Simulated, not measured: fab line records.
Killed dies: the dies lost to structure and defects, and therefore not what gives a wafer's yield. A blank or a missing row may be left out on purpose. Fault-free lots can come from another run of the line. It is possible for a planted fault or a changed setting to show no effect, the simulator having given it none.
fab line records	flow nand_harc
record lots=24	wafers=72	last_day=24
route steps=1159 shown A_SOURCE_PLATE@420 A_CHANNEL_HOLE_D1@473 A_CHANNEL_FILL_D1@508 A_STAIRCASE@519
lots that met no fault: from a run of the same line without faults
start_h: the number of hours between the record's first day and the start of the first shown wafer of the lot	wait_h: how many hours have passed since the lot's step before this one	" as in the row above	L1.1+2: a single row standing in for several wafers	- no value present, or no start provided	* or withheld: withheld	< > ~ a bound
route shown NAME@n: NAME is a module with steps in the file, n the number in the route of the first one	usual: mean/standard deviation of fault-free wafers	same: alike in all rows	chamber/n: place in a boat	sites: each site's reading	_std_site: their standard deviation	_edge_site: mean of outer sites minus mean of inner sites	radius_mm: for every site, how far away it sits from the centre of the wafer	mask NAME#n: copy n	behind: the tool/chamber that last shaped the wafer	hold: the reason the lot was held/the length of the hold in hours/how it ended	device: the transistor (n, p or np) that didn't switch	end of line: tests run on the same wafers once the route is complete	step lacking rows: just its recipe	killed: dies lost to structure and defects at the first sort, not the wafer's yield	map: the dies of a wafer, with x for killed, . for not killed, _ for no die there
set.NAME: the setting the step ran with; set.NAME@STEP: the setting that earlier step ran with	model.NAME: the simulator's own value behind a step, which no gauge read
one table for each step of the route and one row for each wafer, over a sample of lots
services: a tool's chamber out of use, with start hour (start_h, from the record's first day; less than 0 if before it), hours out, and reason
## steps
# step NHARC_A_SOURCE_PLATE_THK_MEAS_06
# recipe thk_meas_gauge=ellipsometry
# usual thk_nm=199.8/2.1
lot.wafer	tool	chamber	start_h	wait_h	thk_nm
L074.1	film_metro-01	-	157.13	0.4	196.4
L074.4	"	-	"	"	198.8
L074.5	"	-	"	"	196.7
L075.2	film_metro-02	-	163.14	0.4	198.0
L075.3	"	-	"	"	198.1
L075.4	"	-	"	"	197.6
L076.1	film_metro-02	-	167.05	0.4	198.5
L076.2	"	-	"	"	198.0
L076.6	"	-	"	"	200.5
L077.1	film_metro-01	-	171.16	0.4	201.7
L077.4	"	-	"	"	199.7
L077.5	"	-	"	"	199.0
L078.3	film_metro-02	-	181.64	0.4	200.9
L078.5	"	-	"	"	201.9
L078.6	"	-	"	"	199.7
L079.1	film_metro-01	-	193.40	0.4	197.1
L079.2	"	-	"	"	202.6
L079.5	"	-	"	"	197.7
L080.2	film_metro-02	-	193.40	0.4	202.4
L080.3	"	-	"	"	201.2
L080.4	"	-	"	"	200.8
L082.2	film_metro-01	-	201.75	0.4	199.8
L082.5	"	-	"	"	198.3
L082.6	"	-	"	"	197.5
L081.2	film_metro-02	-	201.75	0.4	198.9
L081.4	"	-	"	"	200.5
L081.5	"	-	"	"	196.9
L084.1	film_metro-01	-	213.27	0.4	201.3
L084.2	"	-	"	"	200.5
L084.4	"	-	"	"	199.5
L083.2	film_metro-02	-	213.27	0.4	196.1
L083.3	"	-	"	"	194.9
L083.4	"	-	"	"	195.3
L087.1	film_metro-01	-	230.12	0.4	202.0
L087.4	"	-	"	"	204.1
L087.6	"	-	"	"	202.6
L085.1	film_metro-02	-	230.12	0.4	201.1
L085.2	"	-	"	"	199.6
L085.3	"	-	"	"	201.3
L086.1	film_metro-01	-	230.12	0.4	199.1
L086.3	"	-	"	"	198.3
L086.6	"	-	"	"	199.5
L088.1	film_metro-02	-	242.28	0.4	198.9
L088.2	"	-	"	"	200.3
L088.4	"	-	"	"	200.1
L090.1	film_metro-02	-	252.03	0.4	202.1
L090.3	"	-	"	"	199.6
L090.4	"	-	"	"	199.3
L089.2	film_metro-01	-	252.04	0.4	199.1
L089.3	"	-	"	"	199.2
L089.5	"	-	"	"	199.6
L091.2	film_metro-02	-	252.06	0.4	199.7
L091.4	"	-	"	"	200.4
L091.5	"	-	"	"	202.8
L092.3	film_metro-02	-	264.49	0.4	200.4
L092.5	"	-	"	"	199.1
L092.6	"	-	"	"	197.8
L093.2	film_metro-01	-	273.72	0.4	200.9
L093.3	"	-	"	"	199.8
L093.4	"	-	"	"	202.3
L094.1	film_metro-02	-	273.72	0.4	201.0
L094.3	"	-	"	"	201.8
L094.5	"	-	"	"	201.4
L095.2	film_metro-02	-	282.17	0.4	197.4
L095.3	"	-	"	"	200.6
L095.5	"	-	"	"	198.6
L096.3	film_metro-01	-	282.17	0.4	203.2
L096.4	"	-	"	"	201.2
L096.6	"	-	"	"	200.5
L097.2	film_metro-02	-	286.28	0.4	198.5
L097.4	"	-	"	"	196.6
L097.5	"	-	"	"	200.3
# step NHARC_A_CHANNEL_HOLE_D1_ETCH_21
# recipe bias_v=3000	source_w=withheld	pressure_mtorr=20	time_s=514.3	ar_flow_sccm=375	c4f8_flow_sccm=89.3	o2_flow_sccm=35.7	temp_c=-20	target_depth_a=16000	chemistry=C4F8/O2/Ar
# usual drypump_motor_current_A=5.80/0.28	showerhead_plenum_p_Torr=3.66/0.068	throttle_valve_pct=32.154/0.0086
lot.wafer	tool	chamber	start_h	wait_h	drypump_motor_current_A	rf_hours_counter_h	showerhead_plenum_p_Torr	throttle_valve_pct
L074.1	har_etch-01	0	175.67	0.3	5.50	194	3.56	32.166
L074.4	"	0	"	"	5.50	-	3.56	32.144
L074.5	"	0	"	"	5.50	-	3.56	32.169
L075.2	har_etch-01	0	183.56	0.3	5.50	200	3.56	32.145
L075.3	"	0	"	"	5.50	-	3.56	32.146
L075.4	"	1	"	"	6.14	-	3.74	32.150
L076.1	har_etch-02	1	187.27	0.3	6.05	99	3.72	32.174
L076.2	"	0	"	"	5.55	99	3.66	32.165
L076.6	"	0	"	"	5.55	-	3.66	32.145
L077.1	har_etch-01	1	190.63	0.3	6.18	204	3.74	32.162
L077.4	"	0	"	"	5.50	-	3.56	32.152
L077.5	"	1	"	"	6.18	-	3.74	32.153
L078.3	har_etch-02	0	201.00	0.3	5.56	-	3.66	32.165
L078.5	"	0	"	"	5.56	-	3.66	32.161
L078.6	"	1	"	"	5.99	-	3.71	32.155
L080.2	har_etch-01	1	211.22	0.3	6.16	211	3.74	32.148
L080.4	"	0	"	"	5.50	-	3.55	32.139
L080.3	"	1	"	"	6.15	-	3.74	32.158
L079.2	har_etch-02	1	211.34	0.3	6.07	110	3.71	32.148
L079.1	"	0	"	"	5.58	110	3.66	32.156
L079.5	"	1	"	"	6.02	-	3.71	32.153
L082.2	har_etch-02	1	220.22	0.3	6.03	116	3.71	32.148
L082.5	"	1	"	"	6.04	-	3.71	32.158
L082.6	"	0	"	"	5.57	-	3.65	32.159
L081.2	har_etch-01	0	220.58	0.3	5.50	217	3.55	32.173
L081.4	"	1	"	"	6.11	-	3.73	32.169
L081.5	"	1	"	"	6.16	-	3.73	32.147
L084.1	har_etch-02	1	230.84	0.3	6.01	121	3.71	32.149
L084.2	"	0	"	"	5.56	121	3.65	32.144
L084.4	"	0	"	"	5.55	-	3.65	32.156
L083.2	har_etch-01	1	231.02	0.3	6.16	223	3.73	32.134
L083.4	"	1	"	"	6.13	-	3.73	32.162
L083.3	"	0	"	"	5.49	-	3.55	32.140
L087.1	har_etch-02	0	250.08	0.3	5.56	126	3.65	32.154
L087.4	"	0	"	"	5.56	-	3.65	32.168
L087.6	"	0	"	"	5.56	-	3.65	32.154
L085.2	har_etch-01	0	250.33	0.3	5.49	228	3.54	32.164
L085.1	"	1	"	"	6.16	228	3.73	32.138
L085.3	"	0	"	"	5.51	-	3.54	32.139
L086.1	har_etch-02	0	254.17	0.3	5.53	130	3.65	32.139
L086.3	"	1	"	"	6.01	-	3.70	32.145
L086.6	"	0	"	"	5.52	-	3.65	32.144
L088.1	har_etch-01	1	261.97	0.3	6.14	234	3.72	32.154
L088.2	"	0	"	"	5.50	234	3.54	32.151
L088.4	"	1	"	"	6.14	-	3.72	32.149
L090.1	har_etch-01	0	269.73	0.3	5.51	238	3.54	32.149
L090.4	"	0	"	"	5.52	-	3.54	32.150
L090.3	"	1	"	"	6.13	-	3.72	32.158
L089.2	har_etch-02	0	269.96	0.3	5.53	139	3.64	32.143
L089.3	"	0	"	"	5.55	-	3.64	32.168
L089.5	"	1	"	"	6.02	-	3.70	32.165
L091.2	har_etch-01	1	273.92	0.3	6.14	241	3.72	32.151
L091.4	"	1	"	"	6.16	-	3.72	32.153
L091.5	"	0	"	"	5.52	-	3.54	32.157
L092.3	har_etch-02	0	282.26	0.3	5.55	-	3.64	32.157
L092.5	"	0	"	"	5.54	-	3.64	32.155
L092.6	"	1	"	"	6.05	-	3.69	32.152
L093.2	har_etch-01	0	292.07	0.3	5.49	248	3.53	32.144
L093.3	"	1	"	"	6.13	-	3.71	32.166
L093.4	"	0	"	"	5.51	-	3.53	32.158
L094.1	har_etch-02	1	292.26	0.3	5.97	150	3.69	32.160
L094.3	"	0	"	"	5.55	-	3.63	32.155
L094.5	"	0	"	"	5.54	-	3.63	32.145
L096.4	har_etch-02	1	305.45	0.3	6.03	-	3.69	32.167
L096.3	"	0	"	"	5.52	-	3.63	32.154
L096.6	"	1	"	"	6.05	-	3.69	32.150
L097.2	har_etch-02	1	309.53	0.3	5.96	159	3.69	32.151
L097.4	"	0	"	"	5.59	-	3.63	32.158
L097.5	"	0	"	"	5.57	-	3.63	32.159
L095.2	har_etch-02	0	313.63	0.3	5.55	163	3.63	32.153
L095.3	"	0	"	"	5.55	-	3.63	32.152
L095.5	"	0	"	"	5.57	-	3.63	32.155
# step NHARC_A_CHANNEL_HOLE_D1_ETCH_23
# recipe bias_v=5000	source_w=withheld	pressure_mtorr=20	time_s=819	ar_flow_sccm=375	c4f8_flow_sccm=89.3	o2_flow_sccm=35.7	temp_c=-20	target_depth_a=16000	chemistry=C4F8/O2/Ar
# usual drypump_motor_current_A=5.80/0.28	showerhead_plenum_p_Torr=3.66/0.068	throttle_valve_pct=32.155/0.0095
lot.wafer	tool	chamber	start_h	wait_h	drypump_motor_current_A	rf_hours_counter_h	showerhead_plenum_p_Torr	throttle_valve_pct
L074.1	har_etch-01	0	176.72	0.5	5.51	195	3.56	32.155
L074.4	"	0	"	"	5.53	-	3.56	32.145
L074.5	"	0	"	"	5.50	-	3.56	32.148
L075.2	har_etch-01	0	184.57	0.5	5.49	201	3.56	32.165
L075.3	"	0	"	"	5.51	-	3.56	32.143
L075.4	"	1	"	"	6.13	-	3.74	32.135
L076.1	har_etch-02	1	188.28	0.5	6.04	100	3.72	32.156
L076.2	"	0	"	"	5.56	100	3.66	32.166
L076.6	"	0	"	"	5.54	-	3.66	32.155
L077.1	har_etch-01	1	191.69	0.5	6.14	205	3.74	32.152
L077.4	"	0	"	"	5.50	-	3.56	32.156
L077.5	"	1	"	"	6.13	-	3.74	32.166
L078.3	har_etch-02	0	202.10	0.5	5.55	-	3.66	32.155
L078.5	"	0	"	"	5.55	-	3.66	32.152
L078.6	"	1	"	"	5.95	-	3.71	32.140
L080.2	har_etch-01	1	212.28	0.5	6.17	212	3.73	32.154
L080.4	"	0	"	"	5.51	-	3.55	32.156
L080.3	"	1	"	"	6.14	-	3.73	32.122
L079.2	har_etch-02	1	212.35	0.5	5.99	111	3.71	32.149
L079.1	"	0	"	"	5.54	111	3.66	32.162
L079.5	"	1	"	"	5.98	-	3.71	32.160
L082.2	har_etch-02	1	221.22	0.5	6.02	117	3.71	32.170
L082.5	"	1	"	"	6.02	-	3.71	32.160
L082.6	"	0	"	"	5.55	-	3.65	32.162
L081.2	har_etch-01	0	221.62	0.5	5.50	218	3.55	32.160
L081.4	"	1	"	"	6.15	-	3.73	32.160
L081.5	"	1	"	"	6.14	-	3.73	32.153
L084.1	har_etch-02	1	231.85	0.5	5.97	122	3.71	32.160
L084.2	"	0	"	"	5.55	122	3.65	32.147
L084.4	"	0	"	"	5.53	-	3.65	32.157
L083.2	har_etch-01	1	232.04	0.5	6.14	224	3.73	32.166
L083.4	"	1	"	"	6.12	-	3.73	32.155
L083.3	"	0	"	"	5.49	-	3.55	32.161
L087.1	har_etch-02	0	251.13	0.5	5.56	127	3.65	32.167
L087.4	"	0	"	"	5.57	-	3.65	32.150
L087.6	"	0	"	"	5.57	-	3.65	32.147
L085.2	har_etch-01	0	251.34	0.5	5.52	229	3.54	32.159
L085.1	"	1	"	"	6.13	229	3.72	32.169
L085.3	"	0	"	"	5.50	-	3.54	32.164
L086.1	har_etch-02	0	255.18	0.5	5.56	131	3.65	32.155
L086.3	"	1	"	"	5.99	-	3.70	32.150
L086.6	"	0	"	"	5.55	-	3.64	32.153
L088.1	har_etch-01	1	262.98	0.5	6.13	235	3.72	32.152
L088.2	"	0	"	"	5.48	235	3.54	32.154
L088.4	"	1	"	"	6.15	-	3.72	32.169
L090.1	har_etch-01	0	270.74	0.5	5.50	239	3.54	32.151
L090.4	"	0	"	"	5.51	-	3.54	32.156
L090.3	"	1	"	"	6.13	-	3.72	32.154
L089.2	har_etch-02	0	271.01	0.5	5.55	140	3.64	32.151
L089.3	"	0	"	"	5.55	-	3.64	32.160
L089.5	"	1	"	"	6.03	-	3.70	32.149
L091.2	har_etch-01	1	274.93	0.5	6.17	243	3.72	32.160
L091.4	"	1	"	"	6.13	-	3.72	32.149
L091.5	"	0	"	"	5.51	-	3.54	32.161
L092.3	har_etch-02	0	283.36	0.5	5.54	-	3.64	32.154
L092.5	"	0	"	"	5.54	-	3.64	32.143
L092.6	"	1	"	"	6.02	-	3.69	32.168
L093.2	har_etch-01	0	293.12	0.5	5.52	249	3.53	32.169
L093.3	"	1	"	"	6.10	-	3.71	32.163
L093.4	"	0	"	"	5.50	-	3.53	32.137
L094.1	har_etch-02	1	293.31	0.5	6.07	151	3.69	32.158
L094.3	"	0	"	"	5.55	-	3.63	32.159
L094.5	"	0	"	"	5.54	-	3.63	32.148
L096.4	har_etch-02	1	306.54	0.5	6.00	-	3.69	32.157
L096.3	"	0	"	"	5.55	-	3.63	32.141
L096.6	"	1	"	"	6.01	-	3.69	32.152
L097.2	har_etch-02	1	310.59	0.5	6.04	160	3.68	32.170
L097.4	"	0	"	"	5.56	-	3.63	32.154
L097.5	"	0	"	"	5.56	-	3.63	32.152
L095.2	har_etch-02	0	314.64	0.5	5.55	164	3.63	32.152
L095.3	"	0	"	"	5.52	-	3.63	32.170
L095.5	"	0	"	"	5.54	-	3.63	32.153
# step NHARC_A_CHANNEL_HOLE_D1_ETCH_24
# recipe bias_v=5000	source_w=withheld	pressure_mtorr=20	time_s=906.2	ar_flow_sccm=375	c4f8_flow_sccm=93.8	o2_flow_sccm=31.2	temp_c=-20	target_depth_a=15000	chemistry=C4F8/O2/Ar
# usual drypump_motor_current_A=5.80/0.28	showerhead_plenum_p_Torr=3.65/0.068	throttle_valve_pct=32.235/0.0095
lot.wafer	tool	chamber	start_h	wait_h	drypump_motor_current_A	rf_hours_counter_h	showerhead_plenum_p_Torr	throttle_valve_pct
L074.1	har_etch-01	0	177.43	0.6	5.50	196	3.56	32.223
L074.4	"	0	"	"	5.50	-	3.56	32.240
L074.5	"	0	"	"	5.50	-	3.56	32.243
L075.2	har_etch-01	0	185.27	0.6	5.52	201	3.55	32.238
L075.3	"	0	"	"	5.53	-	3.55	32.231
L075.4	"	1	"	"	6.12	-	3.74	32.233
L076.1	har_etch-02	1	188.98	0.6	6.03	101	3.71	32.232
L076.2	"	0	"	"	5.55	101	3.66	32.221
L076.6	"	0	"	"	5.56	-	3.66	32.230
L077.1	har_etch-01	1	192.40	0.6	6.18	205	3.73	32.243
L077.4	"	0	"	"	5.49	-	3.55	32.244
L077.5	"	1	"	"	6.14	-	3.73	32.236
L078.3	har_etch-02	0	202.82	0.6	5.54	-	3.65	32.231
L078.5	"	0	"	"	5.57	-	3.65	32.239
L078.6	"	1	"	"	6.03	-	3.71	32.237
L080.2	har_etch-01	1	212.98	0.6	6.13	212	3.73	32.242
L080.4	"	0	"	"	5.50	-	3.55	32.228
L080.3	"	1	"	"	6.13	-	3.73	32.232
L079.2	har_etch-02	1	213.04	0.6	6.01	112	3.71	32.221
L079.1	"	0	"	"	5.55	112	3.65	32.236
L079.5	"	1	"	"	5.99	-	3.71	32.232
L082.2	har_etch-02	1	221.93	0.6	5.96	117	3.70	32.228
L082.5	"	1	"	"	5.95	-	3.70	32.233
L082.6	"	0	"	"	5.57	-	3.65	32.241
L081.2	har_etch-01	0	222.32	0.6	5.51	219	3.55	32.226
L081.4	"	1	"	"	6.14	-	3.73	32.232
L081.5	"	1	"	"	6.15	-	3.73	32.246
L084.1	har_etch-02	1	232.55	0.6	6.03	123	3.70	32.227
L084.2	"	0	"	"	5.55	123	3.64	32.227
L084.4	"	0	"	"	5.54	-	3.65	32.240
L083.2	har_etch-01	1	232.72	0.6	6.17	225	3.72	32.228
L083.4	"	1	"	"	6.17	-	3.72	32.233
L083.3	"	0	"	"	5.51	-	3.54	32.246
L087.1	har_etch-02	0	251.84	0.6	5.53	128	3.64	32.225
L087.4	"	0	"	"	5.53	-	3.64	32.217
L087.6	"	0	"	"	5.54	-	3.64	32.261
L085.2	har_etch-01	0	252.04	0.6	5.51	230	3.54	32.232
L085.1	"	1	"	"	6.14	230	3.72	32.242
L085.3	"	0	"	"	5.50	-	3.54	32.235
L086.1	har_etch-02	0	255.88	0.6	5.54	132	3.64	32.234
L086.3	"	1	"	"	5.97	-	3.69	32.243
L086.6	"	0	"	"	5.55	-	3.64	32.237
L088.1	har_etch-01	1	263.68	0.6	6.14	235	3.72	32.241
L088.2	"	0	"	"	5.48	235	3.54	32.229
L088.4	"	1	"	"	6.17	-	3.72	32.238
L090.1	har_etch-01	0	271.44	0.6	5.49	239	3.53	32.234
L090.4	"	0	"	"	5.48	-	3.53	32.227
L090.3	"	1	"	"	6.13	-	3.72	32.234
L089.2	har_etch-02	0	271.71	0.6	5.57	140	3.64	32.240
L089.3	"	0	"	"	5.56	-	3.64	32.245
L089.5	"	1	"	"	6.08	-	3.69	32.220
L091.2	har_etch-01	1	275.63	0.6	6.16	243	3.71	32.242
L091.4	"	1	"	"	6.14	-	3.71	32.222
L091.5	"	0	"	"	5.51	-	3.53	32.228
L092.3	har_etch-02	0	284.07	0.6	5.54	-	3.63	32.231
L092.5	"	0	"	"	5.57	-	3.63	32.237
L092.6	"	1	"	"	6.00	-	3.69	32.243
L093.2	har_etch-01	0	293.83	0.6	5.50	250	3.53	32.240
L093.3	"	1	"	"	6.15	-	3.71	32.247
L093.4	"	0	"	"	5.48	-	3.53	32.238
L094.1	har_etch-02	1	294.01	0.6	5.96	151	3.68	32.237
L094.3	"	0	"	"	5.53	-	3.63	32.225
L094.5	"	0	"	"	5.54	-	3.63	32.236
L096.4	har_etch-02	1	307.26	0.6	6.02	-	3.68	32.230
L096.3	"	0	"	"	5.52	-	3.63	32.237
L096.6	"	1	"	"	6.02	-	3.68	32.224
L097.2	har_etch-02	1	311.30	0.6	6.00	161	3.68	32.231
L097.4	"	0	"	"	5.52	-	3.62	32.243
L097.5	"	0	"	"	5.54	-	3.62	32.242
L095.2	har_etch-02	0	315.34	0.6	5.57	164	3.62	32.215
L095.3	"	0	"	"	5.56	-	3.62	32.240
L095.5	"	0	"	"	5.56	-	3.62	32.237
# step NHARC_A_CHANNEL_FILL_D1_ETCHBACK_08
# recipe target_depth_a=2200	time_s=110	c4f8_flow_sccm=20	ar_flow_sccm=withheld	rf_w=600	bias_w=300	chemistry=C4F8
# usual oes_product_au=0.95/0.033	rf_vpp_V=440.7/2.5
lot.wafer	tool	chamber	start_h	wait_h	oes_product_au	rf_hours_counter_h	rf_vpp_V
L074.4	rie_diel-06	2	-	-	0.92	6	441.7
L074.1	"	3	"	"	0.92	6	441.3
L074.5	"	2	"	"	0.91	-	441.1
L075.2	rie_diel-06	2	-	-	0.91	6	440.3
L075.4	"	3	"	"	0.93	6	440.2
L075.3	"	0	"	"	0.93	6	443.2
L077.1	rie_diel-02	2	-	-	0.94	2	442.8
L077.4	"	3	"	"	0.94	2	443.2
L077.5	"	1	"	"	0.95	-	440.9
L076.1	rie_diel-06	3	-	-	0.93	6	442.5
L076.2	"	1	"	"	0.95	6	437.0
L076.6	"	0	"	"	0.94	-	444.0
L078.3	rie_diel-08	0	-	-	0.92	19	440.3
L078.6	"	3	"	"	0.92	-	439.9
L078.5	"	0	"	"	0.93	-	439.3
L080.2	rie_diel-02	2	-	-	0.95	2	442.5
L080.4	"	3	"	"	0.94	2	444.8
L080.3	"	1	"	"	0.94	2	441.7
L079.1	rie_diel-08	3	-	-	0.93	23	439.2
L079.2	"	1	"	"	0.94	25	443.3
L079.5	"	0	"	"	0.93	-	440.2
L082.2	rie_diel-06	2	-	-	0.92	1	439.6
L082.5	"	0	"	"	0.92	-	445.2
L082.6	"	1	"	"	0.92	-	437.2
L081.4	rie_diel-06	3	-	-	1.01	1	442.0
L081.2	"	0	"	"	0.99	1	443.7
L081.5	"	2	"	"	0.99	-	439.9
L083.2	rie_diel-06	1	-	-	0.91	1	435.6
L083.3	"	2	"	"	0.93	1	441.5
L083.4	"	3	"	"	0.92	1	439.9
L084.1	rie_diel-02	1	-	-	0.93	3	441.2
L084.2	"	2	"	"	0.94	3	442.9
L084.4	"	3	"	"	0.93	3	442.9
L087.1	rie_diel-08	3	-	-	0.93	35	441.6
L087.4	"	0	"	"	0.92	33	438.9
L087.6	"	0	"	"	0.94	-	440.2
L085.1	rie_diel-02	1	-	-	0.93	3	443.6
L085.3	"	2	"	"	0.93	3	441.6
L085.2	"	3	"	"	0.93	3	443.9
L086.1	rie_diel-02	0	-	-	0.93	3	438.9
L086.3	"	2	"	"	0.94	3	443.0
L086.6	"	0	"	"	0.92	-	436.9
L088.2	rie_diel-02	0	-	-	0.98	3	437.3
L088.4	"	1	"	"	0.99	3	441.4
L088.1	"	2	"	"	1.00	3	441.9
L089.3	rie_diel-06	0	-	-	0.99	2	443.9
L089.2	"	1	"	"	0.99	2	438.1
L089.5	"	0	"	"	0.99	-	444.3
L090.3	rie_diel-02	2	-	-	0.94	4	443.1
L090.1	"	3	"	"	0.93	3	445.3
L090.4	"	0	"	"	0.92	3	437.9
L091.2	rie_diel-08	0	-	-	1.02	2	439.9
L091.4	"	3	"	"	0.99	2	438.2
L091.5	"	0	"	"	1.00	-	441.7
L092.3	rie_diel-06	0	-	-	0.99	3	443.6
L092.5	"	2	"	"	0.99	-	440.8
L092.6	"	3	"	"	1.01	-	441.9
L093.3	rie_diel-02	1	-	-	0.99	0	441.3
L093.2	"	2	"	"	1.00	0	442.2
L093.4	"	1	"	"	1.00	-	441.4
L094.3	rie_diel-06	2	-	-	0.91	3	442.1
L094.1	"	0	"	"	0.92	3	442.8
L094.5	"	2	"	"	0.91	-	441.2
L096.3	rie_diel-02	0	-	-	0.98	0	437.9
L096.6	"	0	"	"	0.98	-	438.0
L096.4	"	1	"	"	1.00	-	442.4
L095.3	rie_diel-02	1	-	-	0.93	1	442.3
L095.2	"	0	"	"	0.90	1	436.6
L095.5	"	2	"	"	0.93	-	442.3
L097.4	rie_diel-08	1	-	-	1.01	11	443.3
L097.2	"	2	"	"	0.99	11	436.6
L097.5	"	0	"	"	1.00	-	440.4
# step NHARC_A_STAIRCASE_DEP_156
# recipe target_thk_a=500	temp_c=400	target_thk_nm=50	flow_sccm=200	rf_w=450	material=SiNx
# usual heater_power_w=756/100	showerhead_vpp_V=1311/66	susceptor_temp_C=400.01/0.22
lot.wafer	tool	chamber	start_h	wait_h	heater_power_w	showerhead_vpp_V	susceptor_temp_C
L074.1	pecvd-02	2	237.73	0.1	803	1281	399.92
L074.5	"	0	"	"	734	1331	399.74
L074.4	"	1	"	"	823	1234	400.54
L075.2	pecvd-04	1	240.26	0.1	815	1278	400.11
L075.3	"	2	"	"	830	1422	400.20
L075.4	"	2	"	"	830	1406	400.34
L077.1	pecvd-04	2	244.32	0.1	853	1427	400.07
L077.4	"	2	"	"	852	1431	400.40
L077.5	"	0	"	"	812	1343	400.13
L076.1	pecvd-02	1	245.46	1.1	679	1222	400.15
L076.2	"	0	"	"	851	1326	400.02
L076.6	"	0	"	"	844	1311	400.48
L078.3	pecvd-02	1	254.34	0.1	742	1237	400.05
L078.6	"	1	"	"	711	1234	399.70
L078.5	"	0	"	"	792	1318	400.21
L080.2	pecvd-02	2	264.26	0.1	749	1283	399.66
L080.3	"	1	"	"	765	1240	400.00
L080.4	"	1	"	"	742	1253	400.19
L079.2	pecvd-01	0	264.26	0.1	700	1416	400.22
L079.1	"	1	"	"	585	1254	399.81
L079.5	"	0	"	"	668	1382	400.35
L082.2	pecvd-04	1	276.89	0.1	869	1300	400.07
L082.5	"	1	"	"	839	1308	400.06
L082.6	"	2	"	"	717	1454	400.18
L081.2	pecvd-02	1	281.09	0.1	694	1228	400.01
L081.4	"	2	"	"	795	1300	400.19
L081.5	"	0	"	"	806	1323	399.94
L083.3	pecvd-04	2	284.39	0.1	706	1444	399.84
L083.2	"	0	"	"	827	1376	400.25
L083.4	"	0	"	"	837	1382	400.02
L084.2	pecvd-01	1	284.45	0.1	574	1271	400.09
L084.1	"	0	"	"	692	1398	400.09
L084.4	"	1	"	"	561	1251	400.33
L087.1	pecvd-01	2	305.18	0.1	803	1242	399.72
L087.6	"	2	"	"	829	1240	399.68
L087.4	"	0	"	"	642	1369	399.89
L085.1	pecvd-04	1	305.37	0.1	716	1271	399.51
L085.3	"	2	"	"	855	1424	400.06
L085.2	"	0	"	"	791	1363	399.88
L086.3	pecvd-01	0	314.41	0.1	601	1398	400.07
L086.1	"	2	"	"	796	1232	399.63
L086.6	"	0	"	"	633	1395	400.13
L088.2	pecvd-04	2	318.10	0.1	853	1426	399.65
L088.1	"	1	"	"	841	1281	399.81
L088.4	"	1	"	"	840	1312	399.97
L090.3	pecvd-04	0	324.05	0.1	776	1361	400.26
L090.1	"	2	"	"	818	1416	399.98
L090.4	"	2	"	"	838	1407	399.80
L089.3	pecvd-01	1	324.22	0.1	621	1245	400.29
L089.2	"	0	"	"	581	1382	400.21
L089.5	"	0	"	"	576	1396	399.97
L091.2	pecvd-02	1	328.71	0.1	807	1222	399.69
L091.4	"	1	"	"	804	1243	399.81
L091.5	"	0	"	"	795	1311	399.88
L092.3	pecvd-01	1	338.62	0.1	594	1240	399.57
L092.5	"	1	"	"	573	1261	399.68
L092.6	"	2	"	"	892	1243	399.85
L094.1	pecvd-04	0	346.07	0.1	818	1360	400.07
L094.3	"	0	"	"	835	1328	399.98
L094.5	"	0	"	"	858	1366	400.00
L093.2	pecvd-01	1	346.15	0.2	612	1264	399.92
L093.3	"	0	"	"	690	1370	399.76
L093.4	"	0	"	"	692	1385	400.08
L096.3	pecvd-01	1	358.93	0.1	630	1253	400.05
L096.6	"	2	"	"	893	1259	399.82
L096.4	"	1	"	"	620	1269	400.05
L097.2	pecvd-01	2	368.14	0.2	945	1226	400.28
L097.4	"	1	"	"	535	1244	400.02
L097.5	"	2	"	"	916	1199	400.07
L095.2	pecvd-01	1	368.31	0.3	631	1266	400.04
L095.3	"	2	"	"	885	1243	400.05
L095.5	"	2	"	"	911	1227	400.23
## services
tool	chamber	start_h	hours	kind
pecvd-02	-	153.06	13.0	pm
rie_diel-08	-	182.51	0.4	repair
pecvd-04	-	195.32	13.0	pm
pecvd-01	2	199.83	7.0	repair
rie_diel-06	1	202.50	2.8	repair
rie_diel-08	0	211.62	11.0	repair
pecvd-01	1	213.77	15.4	repair
pecvd-02	-	232.78	1.1	repair
rie_diel-06	3	235.07	2.0	repair
pecvd-01	-	237.07	13.0	pm
rie_diel-06	-	241.20	9.0	pm
rie_diel-08	1	265.95	23.4	repair
rie_diel-08	-	301.80	9.0	pm
har_etch-01	-	305.00	17.0	pm
har_etch-01	0	305.00	17.0	vent_cycle
har_etch-01	1	305.00	17.0	vent_cycle
har_etch-01	0	322.00	-	clean
har_etch-01	0	322.00	-	consumable_replace:focus_ring
rie_diel-02	-	327.70	9.0	pm
pecvd-02	-	334.34	13.0	pm
pecvd-04	2	337.80	19.8	repair
rie_diel-02	3	338.68	22.9	repair
rie_diel-08	3	359.70	1.3	repair
rie_diel-06	3	368.17	9.8	repair
## key
fault none
